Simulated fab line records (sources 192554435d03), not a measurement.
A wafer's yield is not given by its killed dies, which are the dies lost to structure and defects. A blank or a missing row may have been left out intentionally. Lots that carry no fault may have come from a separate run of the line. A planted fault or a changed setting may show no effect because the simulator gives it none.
fab line records    flow n5_finfet
[record] lots = 11  wafers = 33  last_day = 17
route steps=1938 shown FIN_SAQP@101 BEOL_M4@1111 PASSIVATION@1936
lots untouched by any fault: they come from a run of this same line in which no faults occurred
start_h: hours from the record's first day to the start of the lot's first wafer shown    wait_h: hours from the lot's prior step to this one    " the same as in the row above    L1.1+2: a row that stands for several wafers    - either no value or no given start    * or withheld: withheld    < > ~ a bound
route shown NAME@n: a module of which the file shows steps, and the number in the route of the first    usual: mean/standard deviation of fault-free wafers    same: alike in all rows    chamber/n: place in a boat    sites: per-site readings    _std_site: the values' standard deviation    _edge_site: the outer-site mean with the inner-site mean subtracted    radius_mm: for every site, how far away it sits from the centre of the wafer    mask NAME#n: copy n    behind: tool/chamber where the wafer was last shaped    hold: cause of the lot's hold/its duration in hours/its outcome    device: transistor that didn't switch, given as n, p or np    end of line: the tests these same wafers got at the end of their route    step lacking rows: just its recipe    killed: the dies lost at the first sort to structure and to defects; this is not the yield of the wafer    map: a wafer's dies, x killed, . not, _ none there
set.NAME: the setting as run; set.NAME@STEP: as run at that earlier step    model.NAME: the simulator's own value behind a step, which no gauge read
steps of the route over a sample of lots; a table a step, a row a wafer
services: a tool's chamber out of use, with start hour (start_h, from the record's first day; less than 0 if before it), hours out, and reason
[[steps]]
[step N5_FIN_SAQP_THK_MEAS_07]
[usual] thk_nm = 60.1/0.74
lot.wafer  tool           chamber  start_h  wait_h  thk_nm
L515.2     film_metro-01  -        39.29    0.1     60.5
L515.3     "              -        "        "       60.0
L515.5     "              -        "        "       60.6
L516.2     film_metro-02  -        45.23    0.1     59.3
L516.3     "              -        "        "       59.8
L516.6     "              -        "        "       60.5
L517.1     film_metro-02  -        51.66    0.1     59.6
L517.4     "              -        "        "       60.0
L517.6     "              -        "        "       59.8
L523.1     film_metro-02  -        90.26    0.1     59.0
L523.5     "              -        "        "       60.7
L523.6     "              -        "        "       60.9
L525.1     film_metro-02  -        102.64   0.1     59.0
L525.5     "              -        "        "       61.1
L525.6     "              -        "        "       60.7
L526.1     film_metro-02  -        109.56   0.1     59.4
L526.4     "              -        "        "       60.3
L526.5     "              -        "        "       60.3
L527.1     film_metro-02  -        113.62   0.1     58.6
L527.3     "              -        "        "       60.1
L527.4     "              -        "        "       59.5
L528.3     film_metro-02  -        119.00   0.1     59.7
L528.5     "              -        "        "       59.8
L528.6     "              -        "        "       60.1
L529.1     film_metro-02  -        123.20   0.1     60.7
L529.4     "              -        "        "       60.6
L529.5     "              -        "        "       61.4
L530.2     film_metro-01  -        129.01   0.1     59.7
L530.4     "              -        "        "       60.8
L530.6     "              -        "        "       60.5
L534.1     film_metro-02  -        152.79   0.1     59.4
L534.4     "              -        "        "       60.9
L534.6     "              -        "        "       60.2
[step N5_FIN_SAQP_ETCH_51]
[recipe] chemistry = CF4  target = SiARC  target_depth_a = 455  mask_material = CAR-ArF  time_s = 75.8  ion_energy_ev = 80  pressure_mtorr = 40  source_w = 545  bias_w = 36  Ar_flow_sccm = 100  cf4_flow_sccm = 100  ends = cleared
[usual] bias_w = 35.98/0.1  cf4_flow_sccm = 100.01/0.29  drypump_motor_current_A = 5.9/0.46  etch_rf_on_time_s = 75.9/1.7  oes_product_au = 0.65/0.064  rf_vpp_V = 183.9/1.1  showerhead_plenum_p_Torr = 2.13/0.062  throttle_valve_pct = 15.55/0.22
lot.wafer  tool         chamber  start_h  wait_h  bias_w  cf4_flow_sccm  drypump_motor_current_A  etch_rf_on_time_s  oes_product_au  rf_hours_counter_h  rf_vpp_V  showerhead_plenum_p_Torr  throttle_valve_pct
L515.2     rie_diel-03  3        40.07    0.0     35.87   99.97          5.5                      77.0               0.59            249                 185.3     2.13                      16.00
L515.3     "            2        "        "       36.05   100.11         5.9                      76.7               0.63            175                 185.0     2.21                      15.99
L515.5     "            3        "        "       35.89   99.64          5.5                      76.5               0.59            -                   182.4     2.13                      16.01
L516.2     rie_diel-05  3        45.84    0.0     36.08   100.35         6.1                      76.4               0.63            184                 185.5     2.21                      15.38
L516.3     "            0        "        "       35.97   99.63          5.8                      75.6               0.62            194                 183.6     2.03                      15.47
L516.6     "            1        "        "       35.94   99.82          5.0                      75.6               0.64            -                   184.0     2.14                      15.41
L517.1     rie_diel-05  2        52.16    0.0     36.17   100.15         5.9                      75.8               0.62            200                 182.6     2.05                      15.76
L517.4     "            1        "        "       36.11   99.99          5.0                      75.6               0.65            151                 184.0     2.14                      15.40
L517.6     "            3        "        "       35.84   99.70          6.1                      77.0               0.62            -                   184.3     2.21                      15.39
L523.1     rie_diel-03  1        90.95    0.0     35.78   100.37         6.6                      72.4               0.79            26                  184.8     2.11                      15.23
L523.5     "            0        "        "       35.96   99.96          5.3                      76.7               0.64            -                   183.7     2.14                      15.63
L523.6     "            1        "        "       35.93   100.37         6.6                      72.2               0.79            -                   183.0     2.11                      15.26
L525.1     rie_diel-05  2        103.73   0.0     36.02   100.33         5.9                      76.1               0.60            219                 181.8     2.04                      15.81
L525.5     "            1        "        "       35.94   100.20         5.0                      76.2               0.63            -                   183.8     2.14                      15.47
L525.6     "            2        "        "       35.73   100.25         5.9                      74.9               0.61            -                   183.1     2.04                      15.81
L526.1     rie_diel-03  1        110.21   0.0     36.02   100.20         6.6                      72.6               0.78            31                  183.5     2.11                      15.24
L526.4     "            3        "        "       35.96   99.78          5.5                      73.4               0.82            13                  183.3     2.12                      15.55
L526.5     "            0        "        "       35.86   100.23         5.3                      75.6               0.64            -                   184.4     2.14                      15.66
L527.1     rie_diel-05  2        114.43   0.0     36.15   100.31         6.0                      75.6               0.60            223                 183.5     2.04                      15.81
L527.3     "            1        "        "       36.06   99.91          5.0                      76.7               0.63            173                 184.1     2.14                      15.47
L527.4     "            3        "        "       36.00   99.74          6.1                      77.9               0.60            210                 185.1     2.20                      15.44
L528.3     rie_diel-03  1        119.62   0.0     36.00   100.19         6.6                      72.3               0.77            36                  183.1     2.10                      15.25
L528.5     "            1        "        "       35.84   99.97          6.6                      72.1               0.78            -                   183.0     2.10                      15.27
L528.6     "            3        "        "       36.00   100.40         5.5                      72.9               0.80            -                   183.9     2.12                      15.58
L529.1     rie_diel-04  3        123.83   0.0     36.05   99.66          6.1                      77.1               0.69            96                  182.9     2.08                      15.32
L529.4     "            0        "        "       36.04   100.34         6.6                      79.1               0.60            200                 184.9     2.21                      15.43
L529.5     "            0        "        "       36.16   99.96          6.6                      79.3               0.58            -                   184.8     2.21                      15.45
L530.2     rie_diel-04  1        129.62   0.0     36.12   100.31         6.1                      74.2               0.61            208                 185.1     2.20                      15.41
L530.4     "            0        "        "       36.11   100.23         6.6                      79.6               0.59            202                 185.1     2.21                      15.45
L530.6     "            2        "        "       36.12   99.88          6.4                      75.9               0.61            -                   183.1     2.12                      15.89
L534.1     rie_diel-03  1        153.40   0.0     36.02   100.25         6.6                      72.1               0.76            49                  183.2     2.10                      15.28
L534.4     "            0        "        "       35.82   100.32         5.4                      76.1               0.62            179                 183.0     2.14                      15.70
L534.6     "            2        "        "       36.05   99.63          6.0                      76.8               0.61            -                   183.8     2.20                      16.05
[step N5_FIN_SAQP_ETCH_69]
[recipe] chemistry = N2/H2  target = SOC  target_depth_a = 1500  stop_on = SiNx  ion_energy_ev = 100  bias_w = 61  pressure_mtorr = 30  source_w = 850  n2_flow_sccm = 200  h2_flow_sccm = 200
[usual] bias_w = 60.98/0.17  chamber_pressure_mTorr = 30.000/0.026  drypump_motor_current_A = 6.0/0.44  oes_product_au = 0.74/0.059  rf_vpp_V = 240.6/1.4  showerhead_plenum_p_Torr = 2.54/0.075  throttle_valve_pct = 17.75/0.25
lot.wafer  tool         chamber  start_h  wait_h  bias_w  chamber_pressure_mTorr  drypump_motor_current_A  oes_product_au  rf_hours_counter_h  rf_vpp_V  showerhead_plenum_p_Torr  throttle_valve_pct
L515.2     rie_diel-04  1        43.21    -       -       -                       -                        -               -                   -         -                         -
L515.3     "            0        "        "       -       -                       -                        -               -                   -         -                         -
L515.5     "            3        "        "       -       -                       -                        -               -                   -         -                         -
L516.2     rie_diel-04  1        49.46    -       -       -                       -                        -               -                   -         -                         -
L516.3     "            2        "        "       -       -                       -                        -               -                   -         -                         -
L516.6     "            2        "        "       -       -                       -                        -               -                   -         -                         -
L517.1     rie_diel-04  0        55.39    -       -       -                       -                        -               -                   -         -                         -
L517.4     "            1        "        "       -       -                       -                        -               -                   -         -                         -
L517.6     "            2        "        "       -       -                       -                        -               -                   -         -                         -
L523.1     rie_diel-04  0        93.81    -       61.01   29.996                  6.7                      0.70            186                 242.4     2.63                      17.56
L523.5     "            0        "        "       61.05   29.977                  6.6                      0.70            -                   240.8     2.63                      17.56
L523.6     "            3        "        "       61.10   30.004                  6.1                      0.82            -                   238.1     2.47                      17.56
L525.1     rie_diel-04  3        106.56   -       60.83   30.013                  6.1                      0.81            89                  240.6     2.46                      17.57
L525.5     "            2        "        "       60.88   30.004                  6.4                      0.72            -                   237.3     2.53                      18.10
L525.6     "            3        "        "       60.81   29.999                  6.0                      0.82            -                   240.1     2.46                      17.56
L526.1     rie_diel-04  3        113.20   -       61.19   30.015                  6.1                      0.81            92                  239.3     2.46                      17.56
L526.4     "            0        "        "       61.00   30.003                  6.6                      0.70            -                   240.9     2.63                      17.58
L526.5     "            3        "        "       61.01   30.010                  6.1                      0.82            -                   238.7     2.46                      17.57
L527.1     rie_diel-05  2        117.30   -       61.05   30.010                  6.0                      0.70            223                 238.9     2.42                      18.06
L527.3     "            1        "        "       60.91   29.984                  5.0                      0.72            173                 238.1     2.54                      17.67
L527.4     "            0        "        "       61.28   29.958                  5.8                      0.69            219                 238.6     2.42                      17.78
L528.3     rie_diel-04  3        122.69   -       60.80   29.996                  6.1                      0.81            95                  239.6     2.46                      17.59
L528.5     "            0        "        "       61.31   30.034                  6.6                      0.69            -                   243.1     2.63                      17.58
L528.6     "            1        "        "       61.08   30.073                  6.1                      0.71            -                   241.5     2.63                      17.57
L529.1     rie_diel-04  2        126.61   -       61.28   29.979                  6.4                      0.71            191                 240.4     2.53                      18.10
L529.4     "            1        "        "       60.91   29.958                  6.1                      0.71            207                 241.8     2.63                      17.58
L529.5     "            1        "        "       60.97   30.044                  6.1                      0.70            -                   241.9     2.63                      17.60
L530.2     rie_diel-04  3        132.47   -       60.91   29.989                  6.1                      0.80            99                  241.6     2.46                      17.57
L530.4     "            2        "        "       61.15   30.027                  6.4                      0.71            194                 241.7     2.53                      18.09
L530.6     "            0        "        "       60.92   29.962                  6.6                      0.69            -                   240.5     2.62                      17.59
L534.1     rie_diel-03  0        156.09   -       60.95   29.990                  5.4                      0.72            180                 242.0     2.51                      17.79
L534.4     "            1        "        "       61.12   30.011                  6.6                      0.86            49                  239.0     2.49                      17.50
L534.6     "            1        "        "       61.01   30.015                  6.6                      0.87            -                   241.2     2.49                      17.49
[step N5_FIN_SAQP_CD_MEAS_31]
[recipe] target_cd_nm = 8  landing_energy_ev = 1000  detector = se_inlens  polarity = line
[usual] cd_nm = 8.12/0.2
lot.wafer  tool       chamber  start_h  wait_h  cd_nm
L515.2     cd_sem-02  0        44.05    0.1     7.82
L515.3     "          0        "        "       8.08
L515.5     "          0        "        "       7.63
L516.2     cd_sem-03  0        50.55    0.1     7.78
L516.3     "          0        "        "       8.11
L516.6     "          0        "        "       8.36
L517.1     cd_sem-03  0        56.26    0.1     8.35
L517.4     "          0        "        "       7.82
L517.6     "          0        "        "       8.17
L523.1     cd_sem-03  0        96.13    0.1     8.22
L523.5     "          0        "        "       8.27
L523.6     "          0        "        "       8.34
L525.1     cd_sem-01  0        107.40   0.1     7.86
L525.5     "          0        "        "       8.42
L525.6     "          0        "        "       8.28
L526.1     cd_sem-01  0        114.03   0.1     8.32
L526.4     "          0        "        "       7.96
L526.5     "          0        "        "       8.07
L527.1     cd_sem-02  0        118.13   0.1     8.08
L527.3     "          0        "        "       8.19
L527.4     "          0        "        "       8.11
L528.3     cd_sem-03  0        123.53   0.1     8.16
L528.5     "          0        "        "       7.99
L528.6     "          0        "        "       8.26
L529.1     cd_sem-01  0        127.45   0.1     8.25
L529.4     "          0        "        "       8.27
L529.5     "          0        "        "       8.05
L530.2     cd_sem-01  0        133.58   0.1     7.83
L530.4     "          0        "        "       8.00
L530.6     "          0        "        "       7.89
L534.1     cd_sem-03  0        156.92   0.1     7.99
L534.4     "          0        "        "       8.65
L534.6     "          0        "        "       8.04
[step N5_BEOL_M4_RC_MEAS_101]
[usual] DIBL_N = 36.6/1.7  DIBL_P = 36.7/2  IOFF_N = 0.16/0.033  IOFF_P = 0.22/0.04  ION_N = 673/12  ION_P = 463/7.9  SS_N = 71.7/0.58  SS_P = 73.3/0.64  VT_N = 249/3.3  VT_P = -249/3.1
lot.wafer  tool       chamber  start_h  wait_h  DIBL_N[mV/V]  DIBL_P[mV/V]  IOFF_N[nA/um]  IOFF_P[nA/um]  ION_N[uA/um]  ION_P[uA/um]  SS_N[mV/dec]  SS_P[mV/dec]  VT_N[mV]  VT_P[mV]
L523.1     prober-01  0        233.14   0.0     35.1          36.0          0.15           0.22           673           458           71.7          73.3          250       -246
L523.5     "          0        "        "       35.9          36.4          0.18           0.23           663           456           72.3          74.0          249       -249
L523.6     "          0        "        "       36.2          37.3          0.19           0.25           678           469           71.9          73.4          249       -248
L525.1     prober-02  0        242.03   0.0     37.9          37.2          0.17           0.22           676           457           72.0          73.1          249       -250
L525.5     "          0        "        "       35.9          35.2          0.13           0.20           666           456           71.5          72.8          252       -249
L525.6     "          0        "        "       38.4          38.3          0.20           0.25           698           477           72.0          73.8          246       -245
L527.1     prober-02  0        247.87   0.0     37.6          36.5          0.17           0.23           677           465           71.9          72.9          248       -250
L527.3     "          0        "        "       35.9          35.0          0.15           0.20           673           459           71.4          73.3          249       -251
L527.4     "          0        "        "       37.7          35.6          0.17           0.21           662           452           72.7          73.9          248       -250
L526.1     prober-01  0        266.99   0.0     35.8          36.1          0.14           0.21           670           464           71.4          72.9          253       -250
L526.4     "          0        "        "       38.3          39.4          0.19           0.27           676           463           71.7          73.5          249       -248
L526.5     "          0        "        "       36.5          37.3          0.16           0.23           676           465           71.3          73.4          251       -247
L528.3     prober-01  0        279.06   0.3     38.5          39.1          0.21           0.25           695           472           71.6          73.3          244       -249
L528.5     "          0        "        "       33.3          33.7          0.12           0.16           678           468           70.8          72.7          251       -256
L528.6     "          0        "        "       37.5          38.1          0.19           0.24           675           473           71.2          73.4          247       -252
L529.1     prober-02  0        279.24   0.0     33.8          32.9          0.11           0.17           653           454           71.0          71.8          254       -251
L529.4     "          0        "        "       36.3          36.2          0.16           0.23           667           462           71.6          72.4          247       -245
L529.5     "          0        "        "       40.6          42.1          0.27           0.35           686           471           72.9          74.0          239       -246
L530.2     prober-02  0        282.33   0.2     34.3          35.1          0.12           0.18           663           460           70.5          72.7          253       -251
L530.4     "          0        "        "       34.9          35.1          0.13           0.18           658           455           70.7          72.0          251       -254
L530.6     "          0        "        "       35.1          35.3          0.13           0.19           661           461           71.6          73.0          254       -252
L534.1     prober-02  0        313.96   0.0     36.0          37.2          0.16           0.20           664           458           71.9          73.5          247       -250
L534.4     "          0        "        "       36.1          37.1          0.16           0.21           664           455           71.8          73.3          251       -250
L534.6     "          0        "        "       35.2          37.1          0.15           0.21           675           465           71.7          73.1          250       -249
[step N5_PASSIVATION_PROBE_49]
[usual] killed_at_M0_to_M3 = 34/11  killed_at_M4_up = 14/5.7  killed_at_contacts = 14/6.9  killed_at_front_end = 40/11  killed_at_other = 4/3.1  killed_dies = 105/17  killed_on_rim = 14/4.1  killed_open = 70/13  killed_short = 34/7.6
[same] gross_dies = 1180  killed_at_back_side = 0
lot.wafer  tool       chamber  start_h  wait_h  killed_at_M0_to_M3  killed_at_M4_up  killed_at_contacts  killed_at_front_end  killed_at_other  killed_dies  killed_on_rim  killed_open  killed_short
L517.1     prober-01  -        310.99   0.0     19                  11               17                  1122                 11               1180         152            52           22
L517.4     prober-01  -        311.14   0.2     36                  13               11                  1116                 4                1180         152            65           35
L517.6     prober-01  -        311.24   0.3     36                  15               11                  1114                 4                1180         152            59           33
L525.1     prober-01  -        348.40   0.2     30                  11               9                   31                   0                81           13             55           26
L527.1     prober-01  -        358.83   0.0     38                  21               13                  41                   0                113          14             77           35
L527.3     prober-01  -        358.93   0.1     31                  8                5                   26                   4                74           7              43           30
L527.4     prober-01  -        358.98   0.2     23                  16               6                   28                   1                74           11             47           27
L526.1     prober-01  -        369.38   0.0     33                  11               31                  45                   11               131          17             84           47
L526.4     prober-01  -        369.53   0.2     48                  11               11                  55                   10               135          17             83           52
L526.5     prober-01  -        369.58   0.2     34                  14               6                   50                   5                109          16             67           41
// killed by level:class
L517.1 FIN_SAQP:area_etch=1106 MOL_CONTACT_COAG:geometric_particle:open=13 BEOL_M3:geometric_particle:open=10 MIM_BOT:geometric_particle:short=6 DUMMY_GATE:geometric_particle:open=4 MOL_CONTACT_COAG:geometric_particle:short=4 STARTING-WAFER:geometric_particle:short=4 BEOL_M0_SAQP:geometric_particle:open=3
L517.4 FIN_SAQP:area_etch=1080 BEOL_M0_SAQP:geometric_particle:short=12 BEOL_M3:geometric_particle:open=11 FIN_SAQP:geometric_particle:open=9 MOL_CONTACT_COAG:geometric_particle:open=9 BEOL_M0_SAQP:geometric_particle:open=5 BEOL_M4:geometric_particle:open=4 FIN_SAQP:geometric_particle:short=4
L517.6 FIN_SAQP:area_etch=1088 BEOL_M0_SAQP:geometric_particle:open=9 BEOL_M3:geometric_particle:open=9 BEOL_M0_SAQP:geometric_particle:short=7 BEOL_M4:geometric_particle:open=7 MOL_CONTACT_COAG:geometric_particle:open=6 GATE_CUT:geometric_particle:short=5 MOL_CONTACT_COAG:geometric_particle:short=5
L525.1 STI_FIN_REVEAL:geometric_particle:open=12 BEOL_M3:geometric_particle:open=9 BEOL_M0_SAQP:geometric_particle:short=7 MOL_CONTACT_COAG:geometric_particle:open=6 BEOL_M0_SAQP:geometric_particle:open=4 BEOL_M0:geometric_particle:open=4 BEOL_M4:geometric_particle:open=4 STI_FIN_REVEAL:geometric_particle:short=3
L527.1 BEOL_M0_SAQP:geometric_particle:open=12 BEOL_M4:geometric_particle:open=11 MOL_CONTACT_COAG:geometric_particle:open=11 FIN_SAQP:geometric_particle:short=10 BEOL_M0_SAQP:geometric_particle:short=9 FIN_SAQP:geometric_particle:open=8 STI_FIN_REVEAL:geometric_particle:open=6 BEOL_M2:geometric_particle:open=5
L527.3 BEOL_M1:geometric_particle:open=9 FIN_SAQP:geometric_particle:short=6 BEOL_M0_SAQP:geometric_particle:short=6 BEOL_M2:geometric_particle:open=5 STI_FIN_REVEAL:geometric_particle:open=3 ILD0:geometric_particle:short=3 MOL_CONTACT_COAG:geometric_particle:open=3 BEOL_M0_SAQP:geometric_particle:open=3
L527.4 BEOL_M4:geometric_particle:open=10 STI_FIN_REVEAL:geometric_particle:open=8 BEOL_M0_SAQP:geometric_particle:short=7 FIN_SAQP:geometric_particle:open=6 MOL_CONTACT_COAG:geometric_particle:open=6 BEOL_M0_SAQP:geometric_particle:open=6 BEOL_M2:geometric_particle:open=6 GATE_CUT:geometric_particle:short=4
L526.1 MOL_CONTACT_COAG:geometric_particle:short=16 MOL_CONTACT_COAG:geometric_particle:open=15 FIN_SAQP:geometric_particle:open=14 STI_FIN_REVEAL:geometric_particle:open=12 BEOL_M0_SAQP:geometric_particle:open=9 BEOL_M0_SAQP:geometric_particle:short=8 BEOL_M4:geometric_particle:open=7 PASS1_CAP:geometric_particle:short=6
L526.4 FIN_SAQP:geometric_particle:open=18 BEOL_M0_SAQP:geometric_particle:short=13 BEOL_M0_SAQP:geometric_particle:open=13 FIN_SAQP:geometric_particle:short=10 MOL_CONTACT_COAG:geometric_particle:open=8 STI_FIN_REVEAL:geometric_particle:open=6 BEOL_M3:geometric_particle:open=6 STARTING-WAFER:geometric_particle:short=6
L526.5 FIN_SAQP:geometric_particle:short=13 FIN_SAQP:geometric_particle:open=9 DUMMY_GATE:geometric_particle:open=9 STI_FIN_REVEAL:geometric_particle:open=8 BEOL_M0_SAQP:geometric_particle:short=7 BEOL_M2:geometric_particle:open=6 MOL_CONTACT_COAG:geometric_particle:open=6 BEOL_M0_SAQP:geometric_particle:open=5
[[services]]
tool         chamber  start_h  hours  kind
rie_diel-05  0        37.87    5.3    repair
rie_diel-03  3        42.17    -      clean
rie_diel-03  3        42.17    -      consumable_replace:focus_ring
rie_diel-03  3        42.17    19.3   scheduled_down
rie_diel-03  3        42.17    19.3   vent_cycle
rie_diel-03  -        95.44    6.3    repair
rie_diel-04  1        111.29   4.4    repair
rie_diel-04  0        137.60   42.6   repair
[[key]]
[first_sign] step = N5_FIN_SAQP_ETCH_69  reading = tool_record  direction = missing
[effect] step = N5_PASSIVATION_PROBE_49  reading = killed_at_front_end  direction = up  sigmas = 95  usual = 40  struck = 1117
[more_kills_born_at] N5_FIN_SAQP_ETCH_69@rie_diel-04 = 3274
met_at N5_FIN_SAQP_ETCH_69
struck_lots L515,L516,L517
rows_end L515.2,L515.3,L515.5,L516.2,L516.3,L516.6
later_rows_left_out L517.1,L517.4,L517.6
tester_left_out L517
not_acting_at N5_FIN_SAQP_THK_MEAS_07,N5_FIN_SAQP_ETCH_51,N5_FIN_SAQP_CD_MEAS_31
[fault] kind = skipped_step_whole  tool = rie_diel-04  chamber = -  onset_h = 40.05  steps = N5_FIN_SAQP_ETCH_69  scope = struck_lots_only
// tester_left_out: of these lots the tester's yield and bins aren't shown, on N5 and GAA mostly nor the transistor test; their killed dies are dies lost to structure and defects alone, not to doping, threshold or leakage, so they don't give the yield
// later_rows_left_out: the simulator's readings of these wafers behind a module that went badly wrong aren't trusted and aren't shown, but for the sort
// rows_end: these wafers met a further fault down the route, and their rows from its step on are left out
